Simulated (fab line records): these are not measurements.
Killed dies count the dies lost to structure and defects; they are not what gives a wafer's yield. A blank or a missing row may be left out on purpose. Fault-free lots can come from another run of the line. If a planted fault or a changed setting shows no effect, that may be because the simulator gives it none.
Matching of chambers / flow nand_harc / NHARC_A_ZERO_WELL_ETCH_13 on rie_si-05 has 4 sister chambers
The step etches the open film in HBr/Cl2, target depth 120 nm, time 40.1 s. 14 wafers are shown with their chamber, then 7 later ones without.

WAFERS PAIRED WITH THEIR CHAMBERS
wafer=L963.1; chamber=2; drypump_motor_current_A (A)=6.2; oes_product_au (a.u.)=1.001; throttle_valve_pct (%)=26.406
wafer=L963.2; chamber=1; drypump_motor_current_A (A)=6.4; oes_product_au (a.u.)=1.007; throttle_valve_pct (%)=26.404
wafer=L963.6; chamber=2; drypump_motor_current_A (A)=6.2; oes_product_au (a.u.)=0.998; throttle_valve_pct (%)=26.423
wafer=L964.1; chamber=0; drypump_motor_current_A (A)=6.2; oes_product_au (a.u.)=0.995; throttle_valve_pct (%)=26.399
wafer=L964.3; chamber=3; drypump_motor_current_A (A)=5.3; oes_product_au (a.u.)=0.993; throttle_valve_pct (%)=26.405
wafer=L964.6; chamber=1; drypump_motor_current_A (A)=6.4; oes_product_au (a.u.)=1.001; throttle_valve_pct (%)=26.394
wafer=L966.1; chamber=2; drypump_motor_current_A (A)=6.2; oes_product_au (a.u.)=1.009; throttle_valve_pct (%)=26.409
wafer=L966.5; chamber=0; drypump_motor_current_A (A)=6.3; oes_product_au (a.u.)=1.001; throttle_valve_pct (%)=26.403
wafer=L966.6; chamber=3; drypump_motor_current_A (A)=5.3; oes_product_au (a.u.)=0.994; throttle_valve_pct (%)=26.408
wafer=L967.4; chamber=3; drypump_motor_current_A (A)=5.3; oes_product_au (a.u.)=0.996; throttle_valve_pct (%)=26.404
wafer=L967.5; chamber=1; drypump_motor_current_A (A)=6.4; oes_product_au (a.u.)=1.015; throttle_valve_pct (%)=26.393
wafer=L967.6; chamber=2; drypump_motor_current_A (A)=6.2; oes_product_au (a.u.)=1.010; throttle_valve_pct (%)=26.411
wafer=L975.1; chamber=1; drypump_motor_current_A (A)=6.4; oes_product_au (a.u.)=1.001; throttle_valve_pct (%)=26.411
wafer=L975.2; chamber=0; drypump_motor_current_A (A)=6.2; oes_product_au (a.u.)=0.984; throttle_valve_pct (%)=26.407

SIGNATURES (means of the wafers above)
reading=drypump_motor_current_A; chamber 0=6.233; chamber 1=6.400; chamber 2=6.200; chamber 3=5.300; scatter within a chamber=0.0258
reading=oes_product_au; chamber 0=0.99333; chamber 1=1.00600; chamber 2=1.00450; chamber 3=0.99433; scatter within a chamber=0.00625
reading=throttle_valve_pct; chamber 0=26.40300; chamber 1=26.40050; chamber 2=26.41225; chamber 3=26.40567; scatter within a chamber=0.00655
Rule: distance of a wafer from a chamber = root of the sum over the readings of ((wafer's reading minus chamber's mean) / reading's scatter) squared. The wafer belongs to the nearest chamber; if the next one is less than 2 further off, it can't be placed. The scatter is the square root of a quotient: the sum, over the shown wafers, of each reading's squared deviation from its chamber's mean, divided by wafers minus chambers.

WAFERS WITHOUT THEIR CHAMBER
wafer=L975.3; drypump_motor_current_A (A)=6.2; oes_product_au (a.u.)=0.998; throttle_valve_pct (%)=26.420
wafer=L984.1; drypump_motor_current_A (A)=6.3; oes_product_au (a.u.)=1.006; throttle_valve_pct (%)=26.424
wafer=L984.2; drypump_motor_current_A (A)=6.2; oes_product_au (a.u.)=0.988; throttle_valve_pct (%)=26.405
wafer=L984.5; drypump_motor_current_A (A)=6.2; oes_product_au (a.u.)=0.997; throttle_valve_pct (%)=26.404
wafer=L985.1; drypump_motor_current_A (A)=5.3; oes_product_au (a.u.)=0.997; throttle_valve_pct (%)=26.402
wafer=L985.3; drypump_motor_current_A (A)=6.4; oes_product_au (a.u.)=1.003; throttle_valve_pct (%)=26.406
wafer=L985.6; drypump_motor_current_A (A)=6.2; oes_product_au (a.u.)=1.003; throttle_valve_pct (%)=26.391

WHICH CHAMBER EACH WENT THROUGH
wafer=L975.3; from the rows above=can't be placed: 2 or 0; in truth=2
wafer=L984.1; from the rows above=can't be placed: 2 or 0 or 1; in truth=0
wafer=L984.2; from the rows above=can't be placed: 0 or 2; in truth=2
wafer=L984.5; from the rows above=can't be placed: 0 or 2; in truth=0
wafer=L985.1; from the rows above=3; in truth=3
wafer=L985.3; from the rows above=1; in truth=1
wafer=L985.6; from the rows above=can't be placed: 0 or 2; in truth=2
Correct placement for 2 of the 7. Can't be placed from these rows: 5 (the true chamber is among the candidates in 5). Wrongly placed: 0.
